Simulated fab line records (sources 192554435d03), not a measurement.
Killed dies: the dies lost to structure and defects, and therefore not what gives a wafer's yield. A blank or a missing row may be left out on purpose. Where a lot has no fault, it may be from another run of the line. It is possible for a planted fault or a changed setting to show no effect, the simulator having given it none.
Chamber matching | flow n5-finfet | N5_BEOL_M3_PRE_CLEAN_60 on cvd-co-01: 3 sister chambers
The step time 15 s. 6 wafers are shown with their chamber, then 9 later ones without.

== EACH WAFER AND ITS CHAMBER ==
wafer  | chamber | heater-power-outer-w (W) | heater-power-w (W)
L082.1 | 2       | 7                        | 59
L082.4 | 1       | 41                       | 124
L082.6 | 0       | 36                       | 96
L087.3 | 1       | 43                       | 124
L087.4 | 2       | 7                        | 60
L087.5 | 0       | 37                       | 96

== WAFERS MISSING THEIR CHAMBER ==
wafer  | heater-power-outer-w (W) | heater-power-w (W)
L086.2 | 41                       | 125
L086.4 | 41                       | 125
L086.5 | 36                       | 96
L089.1 | 36                       | 97
L089.2 | 7                        | 59
L089.4 | 37                       | 99
L095.1 | 7                        | 61
L095.3 | 43                       | 127
L095.4 | 36                       | 96

== CHAMBER TAKEN BY EACH ==
wafer  | from the rows above | in truth
L086.2 | 1                   | 1
L086.4 | 1                   | 1
L086.5 | 0                   | 0
L089.1 | 0                   | 0
L089.2 | 2                   | 2
L089.4 | 0                   | 0
L095.1 | 2                   | 2
L095.3 | 1                   | 1
L095.4 | 0                   | 0
Correct placement for 9 of the 9. Number that these rows cannot place: 0. Number placed wrongly: 0.
How it was worked out, from the rows above alone: a wafer's distance from a chamber is the root of the sum, over the readings, of the square of ((its reading less the chamber's mean) divided by the reading's scatter). The wafer belongs to the nearest chamber; if the next one is less than 2 further off, it can't be placed. The mean given for a chamber averages the wafers shown for that chamber. How the scatter is found: for the shown wafers, subtract from each reading the mean of its chamber, square and add these, divide the total by (wafers less chambers), then take the root.
